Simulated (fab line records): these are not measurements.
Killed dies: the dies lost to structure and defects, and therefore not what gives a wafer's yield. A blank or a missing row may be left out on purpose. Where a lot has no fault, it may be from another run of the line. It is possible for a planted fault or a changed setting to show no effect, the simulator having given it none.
fab line records    flow n5-finfet
record: lots: 12  wafers: 33  last-day: 18
route steps=1938 shown BEOL_M14@1746 PASSIVATION@1936
lots that met no fault: from a run of the same line without faults
start-h: start of the lot's first displayed wafer, in hours after the record's first day    wait-h: hours since the lot's step before    " the same as in the row above    L1.1+2: one row covering several wafers at once    - either no value or no given start    * or withheld: withheld    < > ~ a bound
route shown NAME@n: names a module that has steps shown in the file, with the first one's number in the route    usual: the fault-free wafers' mean and standard deviation    same: alike in all rows    chamber/n: place in a boat    sites: readings site by site    _std_site: their standard deviation    _edge_site: inner sites' mean taken away from outer sites' mean    radius-mm: how far each site lies from the wafer's centre    mask NAME#n: copy n    behind: the tool/chamber that last shaped the wafer    hold: reason for holding the lot/hours on hold/outcome of the hold    device: names the non-switching transistor (n, p or np)    end of line: the tests these same wafers got at the end of their route    a step given without rows: its recipe and nothing more    killed: at the first sort, the dies lost to defects and structure; wafer yield is something else    map: dies across one wafer; x = killed, . = not, _ = none there
set.NAME: setting as actually run; set.NAME@STEP: the setting as run at that earlier step    model.NAME: the simulator's own value behind a step, which no gauge read
steps of the route over a sample of lots; a table a step, a row a wafer
services: from which hour (start-h, from the record's first day; less than 0 if before it) a tool's chamber was out of use, for how many hours, and why
== steps ==
step: N5_BEOL_M14_CD_MEAS_28
recipe: target-cd-nm: 284.4  landing-energy-ev: 500  detector: se-inlens
usual: cd-nm: 285.3/1.7
lot.wafer  tool       chamber  start-h  wait-h  cd-nm
L981.1     cd-sem-03  0        250.18   -       287.8
L981.2     "          0        "        "       286.0
L981.3     "          0        "        "       284.5
L983.3     cd-sem-02  0        263.48   -       284.3
L983.5     "          0        "        "       284.1
L983.6     "          0        "        "       284.7
L984.3     cd-sem-03  0        272.85   -       286.4
L984.4     "          0        "        "       288.1
L984.6     "          0        "        "       286.0
L987.2     cd-sem-02  0        288.87   -       285.2
L987.5     "          0        "        "       286.9
L987.6     "          0        "        "       287.8
L988.1     cd-sem-02  0        302.66   -       285.7
L988.3     "          0        "        "       285.0
L988.5     "          0        "        "       285.0
L989.1     cd-sem-03  0        306.68   -       285.7
L989.3     "          0        "        "       286.0
L989.4     "          0        "        "       284.1
L990.2     cd-sem-02  0        318.59   -       284.8
L990.4     "          0        "        "       284.7
L991.1     cd-sem-01  0        332.56   -       283.8
L991.4     "          0        "        "       286.9
L991.5     "          0        "        "       287.9
L993.1     cd-sem-01  0        341.37   -       282.4
L993.4     "          0        "        "       283.5
L992.2     cd-sem-02  0        341.60   -       285.9
L992.5     "          0        "        "       287.4
L997.1     cd-sem-03  0        363.13   -       284.5
L997.2     "          0        "        "       284.8
L997.6     "          0        "        "       283.4
L101.2     cd-sem-01  0        399.96   -       288.0
L101.3     "          0        "        "       286.5
L101.5     "          0        "        "       286.5
step: N5_BEOL_M14_INSPECT_30
recipe: mode: adi  inspect-instrument: macro
usual: raw-defect-count: 2.2/1.4
lot.wafer  tool               chamber  start-h  wait-h  raw-defect-count
L981.1     defect-inspect-01  -        250.24   0.0     2
L981.2     "                  -        "        "       5
L981.3     "                  -        "        "       0
L983.3     defect-inspect-02  -        263.54   0.0     3
L983.5     "                  -        "        "       3
L983.6     "                  -        "        "       3
L984.3     defect-inspect-01  -        272.90   0.0     5
L984.4     "                  -        "        "       3
L984.6     "                  -        "        "       3
L987.2     defect-inspect-01  -        288.92   0.0     3
L987.5     "                  -        "        "       3
L987.6     "                  -        "        "       1
L988.1     defect-inspect-02  -        302.71   0.0     2
L988.3     "                  -        "        "       2
L988.5     "                  -        "        "       3
L989.1     defect-inspect-01  -        306.74   0.0     2
L989.3     "                  -        "        "       2
L989.4     "                  -        "        "       3
L990.2     defect-inspect-01  -        318.65   0.0     2
L990.4     "                  -        "        "       1
L991.1     defect-inspect-02  -        332.61   0.0     0
L991.4     "                  -        "        "       5
L991.5     "                  -        "        "       1
L993.1     defect-inspect-01  -        341.42   0.0     3
L993.4     "                  -        "        "       3
L992.2     defect-inspect-01  -        341.66   0.0     3
L992.5     "                  -        "        "       0
L997.1     defect-inspect-01  -        363.19   0.0     2
L997.2     "                  -        "        "       2
L997.6     "                  -        "        "       3
L101.2     defect-inspect-02  -        400.01   0.0     3
L101.3     "                  -        "        "       0
L101.5     "                  -        "        "       5
step: N5_BEOL_M14_ETCH_67
recipe: chemistry: CF4  target: SiARC  target-depth-a: 1430  time-s: 238.3  ion-energy-ev: 80  pressure-mtorr: 40  source-w: 545  bias-w: 36  Ar_flow_sccm: 100  cf4-flow-sccm: 100  ends: cleared
usual: drypump-motor-current-A: 5.6/0.54  etch-rf-on-time-s: 239/7.3  oes-product-au: 0.69/0.068  rf-vpp-V: 184.0/1.2  showerhead-plenum-p-Torr: 2.14/0.071  throttle-valve-pct: 15.43/0.28
lot.wafer  tool         chamber  start-h  wait-h  drypump-motor-current-A  etch-rf-on-time-s  oes-product-au  rf-hours-counter-h  rf-vpp-V  showerhead-plenum-p-Torr  throttle-valve-pct
L981.1     rie-diel-06  3        250.58   0.0     6.6                      245                0.58            236                 185.1     2.20                      15.94
L981.2     "            0        "        "       5.0                      233                0.74            73                  185.2     2.26                      15.29
L981.3     "            1        "        "       5.1                      225                0.82            3                   182.6     2.11                      15.23
L983.3     rie-diel-05  3        263.60   0.0     5.4                      247                0.77            17                  184.3     2.11                      15.19
L983.5     "            0        "        "       5.3                      249                0.65            -                   183.0     2.06                      15.35
L983.6     "            1        "        "       4.9                      237                0.73            -                   182.5     2.10                      15.09
L984.3     rie-diel-05  1        273.04   0.0     4.8                      237                0.73            55                  184.0     2.10                      15.09
L984.4     "            2        "        "       5.6                      245                0.64            148                 183.2     2.14                      15.58
L984.6     "            2        "        "       5.6                      246                0.64            -                   185.1     2.14                      15.58
L987.2     rie-diel-05  2        289.12   0.0     5.6                      246                0.63            153                 183.0     2.14                      15.59
L987.5     "            2        "        "       5.6                      247                0.63            -                   185.8     2.14                      15.60
L987.6     "            3        "        "       5.4                      245                0.76            -                   184.4     2.10                      15.22
L988.1     rie-diel-06  2        302.78   0.0     6.4                      228                0.86            1                   186.8     2.29                      15.81
L988.3     "            1        "        "       5.1                      227                0.77            24                  184.0     2.10                      15.25
L988.5     "            0        "        "       5.0                      234                0.72            -                   184.6     2.25                      15.34
L989.1     rie-diel-05  3        306.91   0.0     5.4                      246                0.74            32                  184.0     2.10                      15.21
L989.3     "            1        "        "       4.8                      237                0.71            66                  184.3     2.09                      15.12
L989.4     "            0        "        "       5.2                      248                0.63            155                 182.7     2.05                      15.39
L990.2     rie-diel-02  2        318.71   0.0     5.3                      242                0.69            89                  184.4     2.25                      15.20
L990.4     "            3        "        "       5.8                      237                0.64            163                 185.0     2.13                      15.48
L991.1     rie-diel-02  1        333.21   0.0     6.0                      240                0.76            15                  186.8     2.18                      15.34
L991.4     "            2        "        "       5.3                      244                0.69            95                  185.2     2.24                      15.22
L991.5     "            2        "        "       5.3                      243                0.69            -                   185.7     2.24                      15.21
L993.1     rie-diel-05  0        341.61   0.0     5.2                      247                0.63            166                 182.6     2.05                      15.39
L993.4     "            1        "        "       4.8                      235                0.71            78                  184.3     2.09                      15.14
L992.2     rie-diel-02  0        341.73   0.0     5.7                      235                0.66            131                 183.8     2.07                      15.38
L992.5     "            3        "        "       5.8                      239                0.64            -                   184.3     2.13                      15.50
L997.1     rie-diel-02  1        363.30   0.0     6.0                      240                0.75            25                  185.5     2.17                      15.35
L997.2     "            3        "        "       5.8                      237                0.64            178                 183.8     2.13                      15.51
L997.6     "            0        "        "       5.7                      234                0.66            -                   182.7     2.07                      15.39
L101.2     rie-diel-06  2        400.08   0.0     6.4                      230                0.76            37                  185.2     2.28                      15.87
L101.3     "            1        "        "       5.1                      227                0.71            59                  184.5     2.09                      15.33
L101.5     "            0        "        "       5.0                      236                0.69            -                   186.5     2.24                      15.40
step: N5_BEOL_M14_ECD_47
recipe: material: Cu  target-thk-a: 12480
lot.wafer   tool       chamber  start-h  wait-h
L981.1+2+3  ecd-cu-01  1,0,0    252.42   0.1
L983.3+5+6  ecd-cu-02  1,0,1    265.20   0.1
L984.3+4+6  ecd-cu-01  0,1,1    275.40   0.1
L987.2+5+6  ecd-cu-01  0,1,0    291.97   0.1
L988.1+3+5  ecd-cu-02  1,0,1    308.18   0.1
L989.1+3+4  ecd-cu-02  1,0,1    308.52   0.1
L990.2+4    ecd-cu-01  1        320.57   0.1
L991.1+4+5  ecd-cu-02  0,1,1    337.87   0.2
L993.1+4    ecd-cu-02  0,1      343.04   0.1
L992.2+5    ecd-cu-02  1        343.27   0.1
L997.1+2+6  ecd-cu-01  1,0,1    368.96   0.1
L101.2+3+5  ecd-cu-02  0,1,1    405.99   0.1
step: N5_BEOL_M14_CMP_49
recipe: stop-on: SiO2  t-overpolish-s: 5.2  down-force-psi: 2  platen-rpm: 80  clearing-platen-down-force-psi: 2  clearing-platen-rpm: 80  post-cmp-clean: cu-alkaline  target-thk-nm: 560  clearing-platen-pad-velocity-m-s: 1.5917  pad-velocity-m-s: 1.5917
usual: motor-current-A: 8.1/0.71  retaining-ring-pressure-frac: 1.000/0.005  time-to-endpoint-s: 121/4.8
lot.wafer  tool    chamber  start-h  wait-h  motor-current-A  retaining-ring-pressure-frac  time-to-endpoint-s
L981.3     cmp-02  3        253.01   0.2     9.0              1.000                         116
L981.1     "       0        "        "       7.7              1.002                         114
L981.2     "       1        "        "       8.8              1.000                         119
L983.3     cmp-02  3        265.76   0.3     8.9              0.992                         126
L983.5     "       1        "        "       8.9              0.991                         123
L983.6     "       2        "        "       7.9              0.992                         120
L984.3     cmp-03  2        276.09   0.2     7.9              1.003                         115
L984.4     "       0        "        "       8.8              0.990                         120
L984.6     "       2        "        "       7.5              1.003                         115
L987.2     cmp-03  2        292.45   0.2     7.7              1.004                         122
L987.6     "       2        "        "       8.3              0.999                         120
L987.5     "       3        "        "       8.5              1.000                         125
L988.3     cmp-02  0        308.74   0.2     7.5              1.003                         110
L988.1     "       1        "        "       8.7              1.003                         121
L988.5     "       3        "        "       8.5              0.997                         116
L989.1     cmp-01  2        309.56   0.3     7.4              0.995                         119
L989.3     "       3        "        "       9.4              1.000                         122
L989.4     "       0        "        "       7.3              0.992                         120
L990.4     cmp-01  0        321.53   0.1     7.2              1.008                         120
L990.2     "       1        "        "       7.1              0.995                         121
L991.4     cmp-01  3        340.10   0.3     9.7              0.999                         176
L991.1     "       0        "        "       7.1              1.000                         121
L991.5     "       3        "        "       9.6              0.997                         123
L993.4     cmp-03  0        343.61   0.2     8.2              1.001                         168
L993.1     "       1        "        "       8.3              1.002                         119
L992.2     cmp-03  0        343.85   0.3     8.8              1.007                         166
L992.5     "       3        "        "       8.3              1.003                         123
L997.1     cmp-03  0        369.45   0.3     8.5              0.995                         115
L997.2     "       2        "        "       7.6              0.999                         115
L997.6     "       1        "        "       8.6              1.000                         114
L101.2     cmp-01  2        406.59   0.3     7.7              1.011                         122
L101.3     "       3        "        "       9.8              1.003                         123
L101.5     "       1        "        "       7.2              0.997                         125
step: N5_PASSIVATION_PROBE_49
usual: defect-limited-yield: 91.2/1.6  killed_at_M0_to_M3: 34/11  killed_at_M4_up: 14/5.7  killed-at-contacts: 14/6.6  killed-at-front-end: 37/10  killed-at-other: 4/3.2  killed-dies: 104/19  killed-open: 69/13  killed-short: 33/8.7  sort_bin_5_function: 5.1/1  sort_bin_6_memory: 3.3/0.76  sort_bin_8_speed: 0.00/0.016  sort-n-pass: 1076/19  sort-yield-pct: 91.2/1.6
same: gross-dies: 1180  killed-at-back-side: 0  sort_bin_4_leakage[%]: 0
lot.wafer  tool       chamber  start-h  wait-h  defect-limited-yield[%]  killed_at_M0_to_M3  killed_at_M4_up  killed-at-contacts  killed-at-front-end  killed-at-other  killed-dies  killed-open  killed-short  sort_bin_5_function[%]  sort_bin_6_memory[%]  sort_bin_8_speed[%]  sort-n-pass  sort-yield-pct[%]
L990.2     prober-02  -        343.87   0.1     91.4                     37                  17               8                   39                   1                102          72           28            6.0                     2.5                   0                    1078         91.4
L990.4     prober-02  -        343.97   0.2     92.8                     34                  17               5                   26                   3                85           63           19            4.2                     3.0                   0                    1095         92.8
killed by level:class
L990.2 BEOL_M0_SAQP:geometric-particle:open=12 FIN_SAQP:geometric-particle:open=7 BEOL_M2:geometric-particle:open=7 ILD0:geometric-particle:open=6 MOL_CONTACT_COAG:geometric-particle:open=6 DUMMY_GATE:geometric-particle:open=5 FIN_SAQP:geometric-particle:short=4 BEOL_M0_SAQP:geometric-particle:short=4
L990.4 BEOL_M2:geometric-particle:open=13 BEOL_M4:geometric-particle:open=9 BEOL_M1:geometric-particle:open=7 DUMMY_GATE:geometric-particle:open=6 FIN_SAQP:geometric-particle:short=5 FIN_SAQP:geometric-particle:open=4 MOL_CONTACT_COAG:geometric-particle:open=4 BEOL_M3:geometric-particle:open=4
== services ==
tool         chamber  start-h  hours  kind
cmp-03       -        233.89   0.3    repair
cmp-02       -        237.89   4.0    pm
cmp-02       -        245.71   4.2    repair
rie-diel-05  -        250.18   0.4    repair
cmp-03       -        259.78   4.0    pm
cmp-02       -        283.57   2.2    repair
cmp-01       -        287.77   0.5    repair
cmp-01       -        288.30   5.9    pm
cmp-02       -        298.87   3.1    repair
cmp-01       -        302.33   2.0    repair
ecd-cu-02    -        306.76   1.1    repair
cmp-03       -        311.07   5.7    pm
cmp-01       -        312.15   4.0    pm
cmp-02       -        320.60   7.2    pm
cmp-03       -        324.47   1.2    repair
rie-diel-05  2        325.98   13.5   repair
rie-diel-05  -        330.64   3.9    repair
cmp-02       -        334.81   0.5    repair
rie-diel-05  3        336.29   3.1    repair
cmp-03       -        338.28   3.1    repair
ecd-cu-01    -        343.26   0.4    repair
cmp-01       -        351.97   1.0    repair
ecd-cu-02    -        366.17   8.6    repair
rie-diel-02  1        370.04   5.3    repair
== key ==
first-sign: step: N5_BEOL_M14_CMP_49  reading: time-to-endpoint-s  direction: up  sigmas: 10  usual: *  struck: *
effect none on later readings
met-at N5_BEOL_M14_ECD_47
struck-lots L991,L992,L993
struck-wafers L991.4,L992.2,L993.4
not-acting-at N5_BEOL_M14_CD_MEAS_28,N5_BEOL_M14_INSPECT_30,N5_BEOL_M14_ETCH_67
onset-between 308.52 337.87
fault: kind: process-parameter-drift  tool: ecd-cu-02  chamber: -  onset-h: 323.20  steps: N5_BEOL_M14_ECD_47  channel: target-thk-a  offset: *  shape: step  end-h: 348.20  scope: struck-wafers-only  acts-in: *  stated: *
